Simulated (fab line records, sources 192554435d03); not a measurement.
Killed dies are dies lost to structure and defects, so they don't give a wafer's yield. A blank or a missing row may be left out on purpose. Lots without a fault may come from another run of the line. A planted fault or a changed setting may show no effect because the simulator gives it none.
Chamber matching | flow n5_finfet | N5_HKMG_FIN_ETCH_35 on rie_diel-01: 4 sister chambers
The step etches SOC in N2/H2, target depth 215.8 nm, time 243.4 s. 7 wafers are shown with their chamber, then 7 later ones without.

WAFERS WITH THEIR CHAMBER
wafer  | chamber | showerhead_plenum_p_Torr (Torr) | drypump_motor_current_A (A)
L418.5 | 3       | 2.55                            | 5.6
L421.4 | 1       | 2.58                            | 5.7
L421.6 | 0       | 2.69                            | 5.8
L424.1 | 0       | 2.69                            | 5.8
L424.6 | 2       | 2.48                            | 6.2
L427.2 | 2       | 2.47                            | 6.3
L427.4 | 1       | 2.57                            | 5.8

WAFERS WITHOUT THEIR CHAMBER
wafer  | showerhead_plenum_p_Torr (Torr) | drypump_motor_current_A (A)
L427.5 | 2.47                            | 6.2
L430.1 | 2.57                            | 5.8
L430.2 | 2.47                            | 6.2
L430.5 | 2.47                            | 6.2
L432.1 | 2.68                            | 5.8
L432.4 | 2.54                            | 5.6
L432.5 | 2.57                            | 5.8

WHICH CHAMBER EACH WENT THROUGH
wafer  | from the rows above | in truth
L427.5 | 2                   | 2
L430.1 | 1                   | 1
L430.2 | 2                   | 2
L430.5 | 2                   | 2
L432.1 | 0                   | 0
L432.4 | 3                   | 3
L432.5 | 1                   | 1
Placed correctly: 7 of 7. Can't be placed from these rows: 0. Placed wrongly: 0.
How it was worked out, from the rows above alone: a wafer's distance from a chamber is the root of the sum, over the readings, of the square of ((its reading less the chamber's mean) divided by the reading's scatter). The wafer belongs to the nearest chamber; if the next one is less than 2 further off, it can't be placed. A chamber's mean is the mean of its shown wafers. The scatter: the root of (the sum of the squares of (reading less its chamber's mean) over the shown wafers, divided by (wafers less chambers)).
